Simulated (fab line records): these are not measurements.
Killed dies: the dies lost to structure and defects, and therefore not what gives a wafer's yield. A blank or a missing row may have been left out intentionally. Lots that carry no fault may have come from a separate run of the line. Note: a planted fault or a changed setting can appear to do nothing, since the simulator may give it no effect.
Lot-split experiment	flow n5 finfet	on a route of 1938 steps: 7 lots, 21 wafers read

ABOUT THE SPLIT
At N5_BEOL_M15_TRENCH_ETCH_34 (etches SiO2 in C4F8/O2/Ar, target depth 872.93 nm, time 199 s), the setting time s was moved away from the recipe's 199 s on 10 of the 21 wafers read, by -18.8% to +11.4%. This setting was run at the recipe's value on the other wafers.

FROM THE SPLIT TO THE READING: what the file shows between them, 8 steps
- N5_BEOL_M15_SPUTTER_44: material Ta, target thk 15 nm, time 24.19 s (also split here: power w)
- N5_BEOL_M15_SPUTTER_45: material Cu, target thk 100 nm, time 16.67 s
- N5_BEOL_M15_ECD_47: material Cu, target thk 1860 nm
- N5_BEOL_M15_ANNEAL_48: time 90 s
- N5_BEOL_M15_CMP_49: polishes, stops on SiO2, t overpolish 4.9 s, target thk 850 nm
- N5_BEOL_M15_THK_MEAS_50: measures by xrf
- N5_BEOL_M15_PRE_CLEAN_52: time 15 s
- N5_BEOL_M15_DEP_53: deposits SiCN from 3MS/NH3, target thk 50 nm, time 17.8 s

THE READING
Measured at N5_BEOL_M15_RS_MEAS_54 by four-point probe: M15_RS, in ohm/sq. Fault-free wafers of this fab line usually give 0.0216 ohm/sq, standard deviation 0.00035 ohm/sq.

wafer	tool, chamber at the split	time s as run, s	against the recipe	M15_RS, ohm/sq	against lot-mates on the recipe
L074.1	rie diel-01, 3	199	recipe	0.0214	-
L074.2	rie diel-01, 0	221.6	+11.4%	0.0192	-0.0022
L074.4	rie diel-01, 2	221.6	+11.4%	0.0197	-0.0017
L081.3	rie diel-03, 1	199	recipe	0.0217	-
L081.4	rie diel-03, 3	168.6	-15.3%	0.0255	+0.0038
L081.6	rie diel-03, 1	168.6	-15.3%	0.0261	+0.0044
L083.1	rie diel-06, 2	161.5	-18.8%	0.0271	+0.0059
L083.5	rie diel-06, 3	199	recipe	0.0215	-
L083.6	rie diel-06, 1	199	recipe	0.0209	-
L091.3	rie diel-03, 0	170.1	-14.5%	0.0248	+0.0029
L091.4	rie diel-03, 1	199	recipe	0.0218	-
L091.5	rie diel-03, 2	199	recipe	0.0219	-
L092.1	rie diel-06, 2	177.6	-10.8%	0.0247	+0.0029
L092.3	rie diel-06, 3	199	recipe	0.0218	-
L092.4	rie diel-06, 0	177.6	-10.8%	0.0240	+0.0022
L095.1	rie diel-06, 0	218.5	+9.8%	0.0194	-0.0022
L095.3	rie diel-06, 3	199	recipe	0.0216	-
L095.5	rie diel-06, 0	218.5	+9.8%	0.0193	-0.0023
L097.1	rie diel-03, 1	199	recipe	0.0219	-
L097.2	rie diel-03, 2	199	recipe	0.0220	-
L097.3	rie diel-03, 0	199	recipe	0.0209	-

FIT RESULTS
A straight line over all 21 wafers: M15_RS changes by -0.000248 ohm/sq for each +1% of time s; r = -0.98; the points scatter about the line by 0.00045 ohm/sq.
The same after taking each lot's own level away (the mean of its wafers on the recipe; 21 wafers): -0.000243 ohm/sq for each +1%; r = -0.98; scatter 0.0005 ohm/sq.
The reading moves by 0.0046 ohm/sq for the largest change in time s, on that fit.
The span of the lots' own levels, 0.02120 to 0.02185 ohm/sq, comes to 1.9 times the standard deviation stated above.
The two slopes are in agreement: the lot-to-lot level therefore moves the slope only a little.
Check: with one of the wafers moved furthest among these (-18.8%) left out of the fit, the line predicts +0.00439 ohm/sq for it against its lot-mates. It came out at +0.0059 ohm/sq against them.

THE OTHER SPLITS THESE WAFERS WENT THROUGH
Before the reading, these wafers also passed through other splits. Each is held against what the fit with the lots' levels taken away leaves over:
other split on the same wafers	wafers away from the commonest value	r with M15_RS (lot level and that fit taken away)
N5_BEOL_M12_SPUTTER_43 power w	7	+0.00
N5_BEOL_M13_EXPOSE_25 dose mj	7	-0.18
N5_BEOL_M13_ETCH_68 time s	9	-0.47
N5_BEOL_M15_SPUTTER_44 power w	9	-0.20

THE WHOLE CHAIN: every reading that the file lists as answering this split, in the file's order
step	what it does	reading	change (the file's fit)	r (the file's)
N5_BEOL_M15_TRENCH_ETCH_34	etches SiO2 in C4F8/O2/Ar, target depth 872.93 nm, time 199 s	etch.depth nm (the simulator's own value, which no gauge read)	+8.66 nm for each +1% of the setting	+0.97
N5_BEOL_M15_TRENCH_ETCH_34	etches SiO2 in C4F8/O2/Ar, target depth 872.93 nm, time 199 s	coat_of_BEOL_M15_COAT_22.thk nm (the simulator's own value, which no gauge read)	-1.71 nm for each +1% of the setting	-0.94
N5_BEOL_M15_CMP_49	polishes, stops on SiO2, t overpolish 4.9 s, target thk 850 nm	Cu_of_BEOL_M15_ECD_47.thk nm (the simulator's own value, which no gauge read)	+8.59 nm for each +1% of the setting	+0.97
N5_BEOL_M15_THK_MEAS_50	measures by xrf	M15_THK	+8.62 for each +1% of the setting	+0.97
N5_BEOL_M15_RS_MEAS_54	measures by four-point-probe	M15_RS	-0.000254 for each +1% of the setting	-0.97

THE FILE'S OWN FIT
M15_RS changes by -0.000254 ohm/sq for each +1% of time s, r = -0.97.
